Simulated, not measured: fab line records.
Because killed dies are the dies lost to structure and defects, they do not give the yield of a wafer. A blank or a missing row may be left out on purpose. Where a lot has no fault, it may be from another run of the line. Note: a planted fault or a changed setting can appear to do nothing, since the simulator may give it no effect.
Chamber matching / flow n5 finfet / 4 sister chambers for N5_HKMG_FIN_ETCH_32 on rie diel-04
The step etches SOC in N2/H2, target depth 240 nm, time 300 s. 8 wafers are shown with their chamber, then 8 later ones without.

## WAFERS PAIRED WITH THEIR CHAMBERS
wafer=L074.2; chamber=2; showerhead plenum p Torr (Torr)=2.53; drypump motor current A (A)=5.3
wafer=L090.5; chamber=3; showerhead plenum p Torr (Torr)=2.48; drypump motor current A (A)=6.1
wafer=L091.5; chamber=0; showerhead plenum p Torr (Torr)=2.47; drypump motor current A (A)=5.9
wafer=L091.6; chamber=1; showerhead plenum p Torr (Torr)=2.60; drypump motor current A (A)=5.4
wafer=L092.1; chamber=3; showerhead plenum p Torr (Torr)=2.47; drypump motor current A (A)=6.0
wafer=L092.2; chamber=2; showerhead plenum p Torr (Torr)=2.52; drypump motor current A (A)=5.4
wafer=L092.4; chamber=1; showerhead plenum p Torr (Torr)=2.60; drypump motor current A (A)=5.4
wafer=L093.2; chamber=0; showerhead plenum p Torr (Torr)=2.47; drypump motor current A (A)=6.0

## WAFERS WITHOUT THEIR CHAMBER
wafer=L093.3; showerhead plenum p Torr (Torr)=2.47; drypump motor current A (A)=6.1
wafer=L093.4; showerhead plenum p Torr (Torr)=2.60; drypump motor current A (A)=5.4
wafer=L095.2; showerhead plenum p Torr (Torr)=2.47; drypump motor current A (A)=6.1
wafer=L095.5; showerhead plenum p Torr (Torr)=2.47; drypump motor current A (A)=5.9
wafer=L095.6; showerhead plenum p Torr (Torr)=2.60; drypump motor current A (A)=5.5
wafer=L096.4; showerhead plenum p Torr (Torr)=2.51; drypump motor current A (A)=5.4
wafer=L096.5; showerhead plenum p Torr (Torr)=2.47; drypump motor current A (A)=5.9
wafer=L096.6; showerhead plenum p Torr (Torr)=2.47; drypump motor current A (A)=6.0

## THE CHAMBER EACH PASSED THROUGH
wafer=L093.3; from the rows above=can't be placed: 3 or 0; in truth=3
wafer=L093.4; from the rows above=1; in truth=1
wafer=L095.2; from the rows above=can't be placed: 3 or 0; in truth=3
wafer=L095.5; from the rows above=can't be placed: 0 or 3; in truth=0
wafer=L095.6; from the rows above=1; in truth=1
wafer=L096.4; from the rows above=2; in truth=2
wafer=L096.5; from the rows above=can't be placed: 0 or 3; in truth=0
wafer=L096.6; from the rows above=can't be placed: 0 or 3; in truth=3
Correctly placed: 3 of 8. Unplaceable from these rows: 5, with the true chamber sitting among the candidates in 5. Number placed wrongly: 0.
How it was worked out, from the rows above alone: a wafer's distance from a chamber is the root of the sum, over the readings, of the square of ((its reading less the chamber's mean) divided by the reading's scatter). The wafer belongs to the nearest chamber; if the next one is less than 2 further off, it can't be placed. The mean given for a chamber averages the wafers shown for that chamber. The scatter: the root of (the sum of the squares of (reading less its chamber's mean) over the shown wafers, divided by (wafers less chambers)).
